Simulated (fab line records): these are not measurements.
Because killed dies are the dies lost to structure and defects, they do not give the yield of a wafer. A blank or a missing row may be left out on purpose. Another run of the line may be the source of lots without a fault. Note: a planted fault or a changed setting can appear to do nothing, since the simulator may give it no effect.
fab line records | flow nandHarc
[record] lots = 13 wafers = 39 lastDay = 25
route steps=1159 shown P_BONDPAD@372 A_ZERO_WELL@405 A_ONON_D1@428 END@1159
lots that met no fault: taken from a fault-free run of the same line
startH: the number of hours between the record's first day and the start of the first shown wafer of the lot | waitH: hours elapsed since this lot's preceding step | " unchanged from the row above | L1.1+2: a single row standing in for several wafers | - no value, or no start given | * or withheld: withheld | < > ~ a bound
route shown NAME@n: names a module that has steps shown in the file, with the first one's number in the route | usual: the fault-free wafers' mean and standard deviation | same: alike in all rows | chamber/n: place in a boat | sites: readings site by site | _std_site: the values' standard deviation | _edge_site: outer sites' mean less inner sites' | radiusMm: for every site, how far away it sits from the centre of the wafer | mask NAME#n: copy n | behind: tool/chamber where the wafer was last shaped | hold: the reason the lot was held/the length of the hold in hours/how it ended | device: the n, p or np transistor that did not switch | end of line: at the end of the route, the tests of the same wafers | step lacking rows: just its recipe | killed: not the wafer's yield, but the dies lost to structure and defects at the first sort | map: per-die view of a wafer (x killed, . not killed, _ where there is no die)
set.NAME: the run value of the setting; set.NAME@STEP: its run value at that earlier step | model.NAME: the simulator's own value behind a step, which no gauge read
a sample of lots followed through the steps of the route, with each step as a table and each wafer as a row
services: from which hour (startH, from the record's first day; less than 0 if before it) a tool's chamber was out of use, for how many hours, and why
[[steps]]
[step NHARC_P_BONDPAD_ETCH_24]
[recipe] targetDepthA = 300 overEtchFrac = 0.3 timeS = 72.99 ionEnergyEv = 150 cf4FlowSccm = 50 n2FlowSccm = 100 arFlowSccm = 150 rfW = 300 biasW = 100 chemistry = CF4/N2
[usual] drypumpMotorCurrentA = 5.71/0.26 oesProductAu = 0.998/0.0098 rfVppV = 313.3/1.9 showerheadPlenumPTorr = 2.57/0.11 throttleValvePct = 19.795/0.0083
// columns lot.wafer tool chamber startH waitH drypumpMotorCurrentA oesProductAu rfHoursCounterH rfVppV showerheadPlenumPTorr throttleValvePct
L231.4 rieDiel-01 2 - - 6.20 1.000 64 311.8 2.57 19.770
L231.3 " 0 " " 5.88 0.994 61 310.8 2.48 19.795
L231.5 " 2 " " 6.18 1.006 - 313.2 2.57 19.795
L232.1 rieDiel-07 2 - - 5.80 0.993 8 311.9 2.47 19.805
L232.4 " 3 " " 5.62 0.989 8 317.2 2.78 19.788
L232.5 " 2 " " 5.80 1.003 - 311.6 2.47 19.807
L234.1 rieDiel-07 3 - - 5.59 0.996 8 316.1 2.78 19.788
L234.2 " 2 " " 5.82 1.011 8 310.3 2.47 19.795
L234.6 " 3 " " 5.64 1.005 - 318.3 2.78 19.799
L237.4 rieDiel-04 0 - - 5.58 0.987 16 316.0 2.64 19.805
L237.3 " 2 " " 5.84 1.009 17 314.1 2.61 19.799
L237.5 " 3 " " 5.23 1.005 - 312.1 2.53 19.795
L238.4 rieDiel-07 3 - - 5.59 1.000 11 316.4 2.78 19.790
L238.6 " 0 " " 5.93 0.996 - 312.3 2.52 19.810
L238.5 " 1 " " 5.71 0.991 - 312.4 2.55 19.804
L239.4 rieDiel-07 3 - - 5.58 1.000 12 316.6 2.78 19.792
L239.1 " 0 " " 5.92 0.996 12 313.1 2.52 19.793
L239.2 " 2 " " 5.84 1.009 12 310.6 2.46 19.797
L240.3 rieDiel-07 1 - - 5.77 0.994 9 311.4 2.55 19.790
L240.2 " 0 " " 5.95 1.001 13 311.4 2.52 19.783
L240.5 " 2 " " 5.81 1.004 - 310.7 2.46 19.787
L242.2 rieDiel-07 3 - - 5.62 0.982 14 316.8 2.78 19.803
L242.4 " 0 " " 5.98 1.004 14 312.8 2.52 19.786
L242.1 " 1 " " 5.74 0.982 11 311.8 2.54 19.792
L245.2 rieDiel-07 2 - - 5.81 1.003 16 313.3 2.46 19.804
L245.4 " 3 " " 5.58 0.992 16 317.3 2.78 19.805
L245.5 " 0 " " 5.94 1.006 - 311.4 2.52 19.802
L248.3 rieDiel-04 0 - - 5.61 1.001 37 313.3 2.63 19.789
L248.2 " 1 " " 4.98 1.002 41 315.2 2.64 19.796
L248.4 " 2 " " 5.84 1.010 40 311.9 2.61 19.795
L249.3 rieDiel-04 1 - - 4.96 1.009 41 313.3 2.64 19.794
L249.4 " 2 " " 5.83 1.012 40 313.6 2.61 19.789
L249.6 " 0 " " 5.62 0.993 - 316.9 2.63 19.793
L254.4 rieDiel-07 0 - - 5.96 1.002 3 313.5 2.52 19.784
L254.1 " 3 " " 5.62 1.004 2 316.0 2.77 19.808
L254.6 " 0 " " 5.93 1.003 - 312.6 2.52 19.799
L253.1 rieDiel-07 1 - - 5.73 0.987 3 312.6 2.54 19.814
L253.3 " 3 " " 5.61 1.001 3 318.3 2.77 19.787
L253.5 " 2 " " 5.79 0.991 - 312.3 2.46 19.780
[step NHARC_A_ZERO_WELL_ETCH_13]
[recipe] targetDepthA = 1200 timeS = 40.1 hbrFlowSccm = 150 cl2FlowSccm = 50 rfW = 400 icpW = 400 biasW = 100 chemistry = HBr/Cl2
[usual] drypumpMotorCurrentA = 5.55/0.28 hbrFlowSccm = 150.0/0.48 heBacksideLeakSccm = 2.78/0.22 oesProductAu = 1.001/0.0094 throttleValvePct = 26.406/0.0085
// columns lot.wafer tool chamber startH waitH drypumpMotorCurrentA hbrFlowSccm heBacksideLeakSccm oesProductAu rfHoursCounterH throttleValvePct
L231.3 rieSi-03 1 136.74 - 5.06 150.4 2.91 1.014 1.0 26.395
L231.4 " 2 " " 5.61 149.8 3.03 1.009 1.2 26.399
L231.5 " 1 " " 5.06 150.2 2.82 1.007 - 26.406
L232.4 rieSi-04 0 147.91 - 5.52 150.6 2.69 0.996 0.2 26.394
L232.1 " 2 " " 5.62 150.5 2.63 1.009 0.2 26.403
L232.5 " 1 " " 5.22 150.0 3.33 1.016 - 26.411
L234.2 rieSi-05 1 149.45 - 5.93 149.5 2.31 0.988 0.6 26.402
L234.1 " 2 " " 5.73 149.7 2.80 0.992 0.5 26.421
L234.6 " 2 " " 5.71 150.2 2.71 1.001 - 26.389
L237.3 rieSi-03 0 167.96 - 5.95 150.2 2.94 1.009 0.0 26.399
L237.4 " 1 " " 5.08 150.4 2.80 0.993 0.0 26.405
L237.5 " 3 " " 5.53 149.8 3.03 1.004 - 26.394
L238.4 rieSi-04 2 168.43 - 5.64 149.2 2.35 1.007 0.4 26.411
L238.6 " 2 " " 5.64 149.9 2.39 1.001 - 26.411
L238.5 " 3 " " 5.67 150.0 2.74 0.999 - 26.409
L239.1 rieSi-03 2 181.62 - 5.59 151.1 3.06 1.007 0.0 26.407
L239.2 " 0 " " 5.94 150.0 3.08 1.004 0.1 26.394
L239.4 " 1 " " 5.05 150.0 2.96 0.991 0.1 26.402
L240.3 rieSi-04 1 182.70 - 5.21 149.9 2.87 1.011 0.5 26.399
L240.2 " 3 " " 5.68 150.3 2.85 1.005 0.4 26.417
L240.5 " 1 " " 5.19 150.4 2.98 1.012 - 26.410
L242.4 rieSi-04 3 198.82 - 5.66 150.2 2.78 0.994 0.6 26.417
L242.2 " 1 " " 5.24 150.0 2.88 1.008 0.7 26.398
L242.1 " 2 " " 5.61 149.4 2.47 1.000 0.5 26.410
L245.4 rieSi-03 1 218.48 - 5.07 149.6 2.78 0.987 0.3 26.403
L245.2 " 0 " " 5.95 149.8 2.91 1.006 0.4 26.396
L245.5 " 1 " " 5.05 149.8 2.95 1.001 - 26.425
L248.2 rieSi-03 3 232.14 - 5.60 150.2 2.88 0.999 0.5 26.405
L248.4 " 0 " " 5.94 149.9 3.02 1.006 0.5 26.421
L248.3 " 1 " " 5.05 150.3 2.79 0.996 0.4 26.402
L249.3 rieSi-04 3 232.96 - 5.68 149.6 2.64 0.993 0.7 26.402
L249.4 " 1 " " 5.22 150.6 3.04 0.993 0.9 26.411
L249.6 " 0 " " 5.45 149.9 2.69 1.001 - 26.409
L254.1 rieSi-04 1 266.20 - 5.20 149.8 2.95 1.001 1.2 26.418
L254.4 " 2 " " 5.63 149.9 2.55 1.006 1.0 26.421
L254.6 " 0 " " 5.51 149.6 2.55 0.996 - 26.392
L253.3 rieSi-04 0 271.04 - 5.48 150.2 2.62 1.002 1.0 26.400
L253.1 " 1 " " 5.22 149.6 2.59 1.011 1.3 26.425
L253.5 " 3 " " 5.67 149.6 2.78 0.990 - 26.407
[step NHARC_A_ONON_D1_DEP_06]
[recipe] targetThkA = 10000 n2FlowSccm = 2750 n2oFlowSccm = 2000 nh3FlowSccm = 500 sih4FlowSccm = 210 tempC = 400
[usual] n2FlowSccm = 2751/9.3 n2oFlowSccm = 2002/6.2
// columns lot.wafer tool chamber startH waitH n2FlowSccm n2oFlowSccm
L231.3 pecvdOnon-04 0 161.71 0.2 2755 2014
L231.4 " 0 " " 2744 2007
L231.5 " 0 " " 2746 2008
L234.1 pecvdOnon-02 0 171.78 0.2 2760 1997
L234.2 " 0 " " 2755 1997
L234.6 " 0 " " 2749 2008
L232.1 pecvdOnon-04 0 171.86 0.1 2747 1995
L232.4 " 0 " " 2747 2008
L232.5 " 0 " " 2747 1997
L237.3 pecvdOnon-04 0 191.26 0.2 2755 1988
L237.4 " 0 " " 2758 2005
L237.5 " 0 " " 2764 1997
L238.4 pecvdOnon-03 0 191.32 0.2 2729 2008
L238.5 " 0 " " 2753 2004
L238.6 " 0 " " 2747 2009
L239.1 pecvdOnon-03 0 206.28 0.1 2757 2011
L239.2 " 0 " " 2758 2009
L239.4 " 0 " " 2769 2008
L240.2 pecvdOnon-04 0 206.37 0.1 2746 2006
L240.3 " 0 " " 2750 2003
L240.5 " 0 " " 2747 2012
L242.1 pecvdOnon-03 0 224.94 0.1 2757 2002
L242.2 " 0 " " 2740 2001
L242.4 " 0 " " 2744 2000
L245.2 pecvdOnon-02 0 241.58 0.1 2743 1997
L245.4 " 0 " " 2740 1997
L245.5 " 0 " " 2753 1999
L248.2 pecvdOnon-03 - 255.33 0.1 - -
L248.3 " - " " - -
L248.4 " - " " - -
L249.3 pecvdOnon-02 - 255.38 0.2 - -
L249.4 " - " " - -
L249.6 " - " " - -
L254.1 pecvdOnon-03 0 288.88 0.1 2750 1995
L254.4 " 0 " " 2762 1997
L254.6 " 0 " " 2743 2000
L253.1 pecvdOnon-03 0 296.19 0.1 2744 2006
L253.3 " 0 " " 2751 2000
L253.5 " 0 " " 2744 1999
[step NHARC_END_SORT_01]
[recipe] tempC = 25
[usual] killedAtArray = 27/11 killedAtOther = 0.7/1.1 killedAtPeriphery = 3.4/2.1 killedDies = 31/12 killedOpen = 3.6/2 killedShort = 2.0/1.3
[same] grossDies = 677
// columns lot.wafer tool chamber startH waitH killedAtArray killedAtOther killedAtPeriphery killedDies killedOpen killedShort
L249.3 prober-02 0 534.21 3.1 674 0 3 677 1 4
L249.4 prober-02 0 535.00 3.4 676 0 1 677 4 3
L249.6 prober-02 0 536.59 4.0 677 0 0 677 1 2
L248.2 prober-01 0 555.06 2.8 667 3 7 677 3 2
L248.3 prober-01 0 555.86 3.1 668 1 8 677 7 1
L248.4 prober-01 0 556.67 3.4 672 0 5 677 3 0
// killed by level:class
L249.3 A_ONON_D1:areaDep=657 A_SLIT:chamberFilmFlake=5 A_CHANNEL_HOLE_D1:chamberFilmFlake=4 A_CONTACT:chamberFilmFlake=4 P_M1:geometricParticle:short=1 A_ONON_D1:geometricParticle:short=1 A_WL_FILL:geometricParticle:short=1 A_WL_FILL:geometricParticle:open=1
L249.4 A_ONON_D1:areaDep=647 A_SLIT:chamberFilmFlake=18 A_WL_FILL:chamberFilmFlake=3 P_M0:geometricParticle:open=1 A_ONON_D1:geometricParticle:short=1 A_ONON_D1:geometricParticle:open=1 A_SGD_CUT:geometricParticle:short=1 A_WL_FILL:geometricParticle:short=1
L249.6 A_ONON_D1:areaDep=653 A_SLIT:chamberFilmFlake=12 A_CHANNEL_HOLE_D1:chamberFilmFlake=6 A_CONTACT:chamberFilmFlake=2 A_ONON_D1:geometricParticle:short=1 A_CONTACT:geometricParticle:open=1 A_M0:geometricParticle:short=1 A_STAIRCASE:chamberFilmFlake=1
L248.2 A_ONON_D1:areaDep=617 A_CHANNEL_HOLE_D1:chamberFilmFlake=24 A_SLIT:chamberFilmFlake=8 A_CONTACT:chamberFilmFlake=8 A_STAIRCASE:chamberFilmFlake=7 P_ZERO_WELL:chamberFilmFlake=4 THIN_TSV:chamberFilmFlake=3 A_WL_FILL:geometricParticle:open=2
L248.3 A_ONON_D1:areaDep=620 A_CHANNEL_HOLE_D1:chamberFilmFlake=19 A_SLIT:chamberFilmFlake=13 A_STAIRCASE:chamberFilmFlake=5 P_ZERO_WELL:chamberFilmFlake=4 A_CONTACT:chamberFilmFlake=4 A_BLC:geometricParticle:open=3 P_STI:chamberFilmFlake=2
L248.4 A_ONON_D1:areaDep=626 A_CHANNEL_HOLE_D1:chamberFilmFlake=26 A_STAIRCASE:chamberFilmFlake=7 A_SLIT:chamberFilmFlake=6 P_ZERO_WELL:chamberFilmFlake=4 A_CONTACT:chamberFilmFlake=4 P_M2:geometricParticle:open=1 A_CHANNEL_FILL_D1:geometricParticle:open=1
[[services]]
// columns tool chamber startH hours kind
pecvdOnon-02 - 111.00 13.0 pm
rieSi-04 2 111.19 4.5 repair
rieDiel-04 - 111.91 9.0 pm
rieDiel-07 2 131.40 2.6 repair
rieDiel-01 - 138.80 9.0 pm
rieDiel-04 3 146.38 3.5 repair
pecvdOnon-03 - 153.00 13.0 pm
rieSi-03 - 155.00 9.0 pm
rieSi-03 2 168.94 7.0 repair
rieSi-04 2 170.14 19.0 repair
rieDiel-01 1 188.14 12.0 repair
rieDiel-07 2 203.94 2.2 repair
rieDiel-01 3 223.43 9.2 repair
rieDiel-07 - 228.23 9.0 pm
rieDiel-01 0 236.14 16.6 repair
pecvdOnon-04 - 237.67 13.0 pm
rieSi-05 - 239.00 9.0 pm
rieSi-04 0 257.40 1.2 repair
pecvdOnon-04 - 270.50 3.1 repair
rieSi-04 - 276.00 9.0 pm
rieSi-04 3 287.23 11.8 repair
rieDiel-04 - 288.94 9.0 pm
rieDiel-07 3 289.43 8.7 repair
pecvdOnon-02 - 292.00 13.0 pm
[[key]]
[firstSign] step = NHARC_A_ONON_D1_DEP_06 reading = toolRecord direction = missing
[effect] step = NHARC_END_SORT_01 reading = killedAtArray direction = up sigmas = 57 usual = 27 struck = 672
[moreKillsBornAt] NHARC_A_ONON_D1_DEP_06@pecvdOnon-02 = 1957 NHARC_A_ONON_D1_DEP_06@pecvdOnon-03 = 1863
metAt NHARC_A_ONON_D1_DEP_06
struckLots L248,L249
laterRowsLeftOut L248.2,L248.3,L248.4,L249.3,L249.4,L249.6
testerLeftOut L248,L249
notActingAt NHARC_P_BONDPAD_ETCH_24,NHARC_A_ZERO_WELL_ETCH_13
onsetBetween 241.58 255.33
[fault] kind = skippedStepWhole tool = pecvdOnon-02,pecvdOnon-03 chamber = - onsetH = 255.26 steps = NHARC_A_ONON_D1_DEP_06 scope = struckLotsOnly
// testerLeftOut: of these lots the tester's yield and bins aren't shown, on N5 and GAA mostly nor the transistor test; their killed dies are dies lost to structure and defects alone, not to doping, threshold or leakage, so they don't give the yield
// laterRowsLeftOut: the simulator's readings of these wafers behind a module that went badly wrong aren't trusted and aren't shown, but for the sort
